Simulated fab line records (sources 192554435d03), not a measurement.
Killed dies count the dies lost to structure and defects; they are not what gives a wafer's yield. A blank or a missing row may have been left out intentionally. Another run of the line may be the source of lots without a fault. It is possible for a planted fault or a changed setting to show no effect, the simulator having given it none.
Chamber matching + flow n5_finfet + N5_BEOL_M12_ETCH_67 on rie_diel-03 has 4 sister chambers
The step etches SiARC in CF4, target depth 143 nm, time 238.3 s. 14 wafers are shown with their chamber, then 7 later ones without.

## WAFERS, EACH WITH ITS CHAMBER
| wafer  | chamber | showerhead_plenum_p_Torr (Torr) | etch_rf_on_time_s (s) | throttle_valve_pct (%) |
|--------|---------|---------------------------------|-----------------------|------------------------|
| L074.1 | 1       | 2.28                            | 226                   | 15.48                  |
| L074.2 | 0       | 2.21                            | 250                   | 15.96                  |
| L074.4 | 3       | 2.22                            | 248                   | 16.20                  |
| L077.1 | 3       | 2.22                            | 245                   | 16.24                  |
| L077.2 | 1       | 2.27                            | 224                   | 15.49                  |
| L077.5 | 3       | 2.22                            | 245                   | 16.24                  |
| L084.2 | 2       | 2.04                            | 230                   | 15.68                  |
| L084.4 | 0       | 2.20                            | 245                   | 16.01                  |
| L084.5 | 1       | 2.27                            | 227                   | 15.52                  |
| L091.2 | 2       | 2.03                            | 233                   | 15.72                  |
| L091.3 | 3       | 2.21                            | 240                   | 15.77                  |
| L091.5 | 3       | 2.21                            | 239                   | 15.78                  |
| L092.2 | 3       | 2.21                            | 240                   | 15.76                  |
| L092.4 | 3       | 2.21                            | 237                   | 15.77                  |

SIGNATURES, as means of the wafers listed above
| reading                  | chamber 0 | chamber 1 | chamber 2 | chamber 3 | scatter within a chamber |
|--------------------------|-----------|-----------|-----------|-----------|--------------------------|
| showerhead_plenum_p_Torr | 2.2050    | 2.2733    | 2.0350    | 2.2143    | 0.00581                  |
| etch_rf_on_time_s        | 247.50    | 225.67    | 231.50    | 242.00    | 3.43                     |
| throttle_valve_pct       | 15.9850   | 15.4967   | 15.7000   | 15.9657   | 0.19                     |
Rule: a wafer's distance from a chamber is the root of the sum, over the readings, of the square of ((its reading less the chamber's mean) divided by the reading's scatter). The wafer belongs to the nearest chamber; if the next one is less than 2 further off, it can't be placed. The scatter: take each reading less its chamber's mean, square it, sum over the shown wafers, divide by the number of wafers less the number of chambers, and take the root.

## WAFERS MISSING THEIR CHAMBER
| wafer  | showerhead_plenum_p_Torr (Torr) | etch_rf_on_time_s (s) | throttle_valve_pct (%) |
|--------|---------------------------------|-----------------------|------------------------|
| L092.5 | 2.26                            | 230                   | 15.57                  |
| L095.1 | 2.26                            | 230                   | 15.59                  |
| L095.3 | 2.19                            | 243                   | 15.54                  |
| L095.5 | 2.26                            | 230                   | 15.58                  |
| L096.2 | 2.19                            | 240                   | 15.58                  |
| L096.4 | 2.03                            | 226                   | 15.75                  |
| L096.6 | 2.19                            | 240                   | 15.56                  |

## CHAMBER TAKEN BY EACH
| wafer  | from the rows above     | in truth |
|--------|-------------------------|----------|
| L092.5 | 1                       | 1        |
| L095.1 | 1                       | 1        |
| L095.3 | can't be placed: 0 or 3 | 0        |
| L095.5 | 1                       | 1        |
| L096.2 | can't be placed: 0 or 3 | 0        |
| L096.4 | 2                       | 2        |
| L096.6 | can't be placed: 0 or 3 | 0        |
Placed correctly: 4 of 7. Cannot be placed on the basis of these rows: 3; the candidates contain the true chamber in 3. Number placed wrongly: 0.
